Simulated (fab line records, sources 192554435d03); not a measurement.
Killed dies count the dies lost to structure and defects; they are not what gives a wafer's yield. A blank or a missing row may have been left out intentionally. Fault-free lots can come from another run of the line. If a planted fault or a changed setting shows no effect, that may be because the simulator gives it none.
Split-lot experiment	flow n5Finfet	on a route of 1938 steps: 7 lots, 21 wafers read

SPLIT DETAILS
At N5_BEOL_M3_COAT_22 (resist thk 30 nm), the setting spinRpm was moved away from the recipe's 1500 rpm on 6 of the 21 wafers read, by -9.7% to +8.5%. The other wafers ran this setting at the recipe's value.

The reading is taken at the split's own step.

THE READING
CAR-EUV_of_BEOL_M3_COAT_22.thkNm (the simulator's own value, which no gauge read), in nm, at N5_BEOL_M3_COAT_22 (resist thk 30 nm). No usual value for it is given in the file. Across the 15 wafers here that went through the recipe, the average is 30.0 nm and the standard deviation 0.1 nm.

wafer	tool, chamber at the split	spinRpm as run, rpm	against the recipe	CAR-EUV_of_BEOL_M3_COAT_22.thkNm, nm	against lot-mates on the recipe
L074.1	lithoTrack-05, 0	1623	+8.2%	29	-1.0
L074.4	lithoTrack-05, 0	1623	+8.2%	29	-1.0
L074.5	lithoTrack-05, 0	1500	recipe	30	-
L077.2	lithoTrack-05, 0	1500	recipe	30	-
L077.3	lithoTrack-05, 0	1500	recipe	30	-
L077.4	lithoTrack-05, 0	1500	recipe	30	-
L084.1	lithoTrack-05, 0	1451	-3.3%	30.4	+0.5
L084.2	lithoTrack-05, 0	1500	recipe	30	-
L084.5	lithoTrack-05, 0	1500	recipe	29.8	-
L085.1	lithoTrack-02, 0	1600	+6.7%	29.2	-0.9
L085.2	lithoTrack-02, 0	1500	recipe	30	-
L085.4	lithoTrack-02, 0	1500	recipe	30.2	-
L086.1	lithoTrack-02, 0	1500	recipe	30	-
L086.3	lithoTrack-02, 0	1500	recipe	30	-
L086.6	lithoTrack-02, 0	1500	recipe	29.8	-
L087.1	lithoTrack-01, 0	1500	recipe	30	-
L087.2	lithoTrack-01, 0	1500	recipe	30.2	-
L087.5	lithoTrack-01, 0	1355	-9.7%	31.8	+1.7
L093.3	lithoTrack-01, 0	1500	recipe	30	-
L093.4	lithoTrack-01, 0	1500	recipe	30	-
L093.6	lithoTrack-01, 0	1628	+8.5%	28.8	-1.2

FIT RESULTS
A straight line over all 21 wafers: CAR-EUV_of_BEOL_M3_COAT_22.thkNm changes by -0.145 nm for each +1% of spinRpm; r = -0.97; the points scatter about the line by 0.14 nm.
The same after taking each lot's own level away (the mean of its wafers on the recipe; 21 wafers): -0.144 nm for each +1%; r = -0.98; scatter 0.11 nm.
The reading moves by 1.4 nm for the largest change in spinRpm, on that fit.
From 29.90 to 30.10 nm: that is the span of the lots' own levels, equal to 1.9 times the standard deviation above.
So the lot-to-lot level changes the slope little: the two slopes agree.
Check: for one of the wafers moved furthest among these (-9.7%), held out of the fit, the line's prediction against its lot-mates is +1.27 nm. It came out at +1.7 nm against them.

THESE WAFERS: OTHER SPLITS
These wafers also went through other splits before the reading. Each is held against what the fit with the lots' levels taken away leaves over:
other split on the same wafers	wafers away from the commonest value	r with CAR-EUV_of_BEOL_M3_COAT_22.thkNm (lot level and that fit taken away)
N5_BEOL_M3_EXPOSE_08 doseMj	8	+0.29
N5_BEOL_M3_COAT_76 spinRpm	9	-0.18

THE FILE'S OWN FIT
CAR-EUV_of_BEOL_M3_COAT_22.thkNm changes by -0.147 nm for each +1% of spinRpm, r = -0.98.
